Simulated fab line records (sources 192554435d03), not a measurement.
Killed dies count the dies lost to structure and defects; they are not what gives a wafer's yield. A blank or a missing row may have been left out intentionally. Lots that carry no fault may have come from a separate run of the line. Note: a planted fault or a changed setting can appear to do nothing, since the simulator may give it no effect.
Split-lot study ; flow n5-finfet ; 21 wafers read from 7 lots, route of 1938 steps

## ABOUT THE SPLIT
At N5_SD_EPI_N_ETCH_45 (etches SiOCN in CH3F/O2, target depth 6 nm), the setting target-depth-a was moved away from the recipe's 60 angstrom on 7 of the 21 wafers read, by -10.8% to +5.4%. For the rest of the wafers, this setting stayed at what the recipe calls for.

The reading comes from the split's own step.

## THE READING
etch.depth-nm (the simulator's own value, which no gauge read), in nm, at N5_SD_EPI_N_ETCH_45 (etches SiOCN in CH3F/O2, target depth 6 nm). No usual value for it is given in the file. The 14 wafers here that ran the recipe average 5.956 nm, standard deviation 0.12 nm.

wafer;tool, chamber at the split;target-depth-a as run, angstrom;against the recipe;etch.depth-nm, nm;against lot-mates on the recipe
L081.2;rie-diel-03, 2;60;recipe;5.956;-
L081.4;rie-diel-03, 0;60;recipe;6.109;-
L081.6;rie-diel-03, 3;63.26;+5.4%;6.246;+0.213
L082.4;rie-diel-03, 2;53.51;-10.8%;5.26;-0.680
L082.5;rie-diel-03, 3;60;recipe;5.84;-
L082.6;rie-diel-03, 0;60;recipe;6.04;-
L085.2;rie-diel-02, 1;56.52;-5.8%;5.703;-0.244
L085.3;rie-diel-02, 2;56.52;-5.8%;5.64;-0.307
L085.4;rie-diel-02, 2;60;recipe;5.947;-
L086.1;rie-diel-06, 2;60;recipe;6.023;-
L086.3;rie-diel-06, 0;60;recipe;5.738;-
L086.5;rie-diel-06, 3;60;recipe;5.79;-
L089.4;rie-diel-02, 1;61.88;+3.1%;6.244;+0.365
L089.5;rie-diel-02, 2;60;recipe;5.987;-
L089.6;rie-diel-02, 0;60;recipe;5.77;-
L090.2;rie-diel-06, 1;60;recipe;6.095;-
L090.3;rie-diel-06, 2;60;recipe;6.057;-
L090.4;rie-diel-06, 1;60;recipe;6.122;-
L097.4;rie-diel-02, 1;62.99;+5.0%;6.289;+0.382
L097.5;rie-diel-02, 1;60;recipe;5.907;-
L097.6;rie-diel-02, 2;62.99;+5.0%;6.158;+0.251

FIT RESULTS
A straight line over all 21 wafers: etch.depth-nm changes by +0.0585 nm for each +1% of target-depth-a; r = +0.89; the points scatter about the line by 0.12 nm.
The same after taking each lot's own level away (the mean of its wafers on the recipe; 21 wafers): +0.0587 nm for each +1%; r = +0.92; scatter 0.094 nm.
According to that fit, moving target-depth-a by its largest amount changes the reading by 0.64 nm.
The lots' own levels span 5.8503 to 6.0913 nm, that is 1.9 times the standard deviation above.
The two slopes are in agreement: the lot-to-lot level therefore moves the slope only a little.
Check: for one of the wafers moved furthest among these (-10.8%), held out of the fit, the line's prediction against its lot-mates is -0.578 nm. It came out at -0.68 nm against them.

## OTHER SPLITS APPLIED TO THESE WAFERS
These wafers also went through other splits before the reading. Each is held against what the fit with the lots' levels taken away leaves over:
other split on the same wafers;wafers away from the commonest value;r with etch.depth-nm (lot level and that fit taken away)
N5_FIN_SAQP_PECVD_06 time-s;5;-0.06
N5_FIN_SAQP_COAT_10 spin-rpm;9;+0.23
N5_DUMMY_GATE_COAT_09 spin-rpm;7;-0.02

## FILE'S OWN FIT
etch.depth-nm changes by +0.0598 nm for each +1% of target-depth-a, r = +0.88.
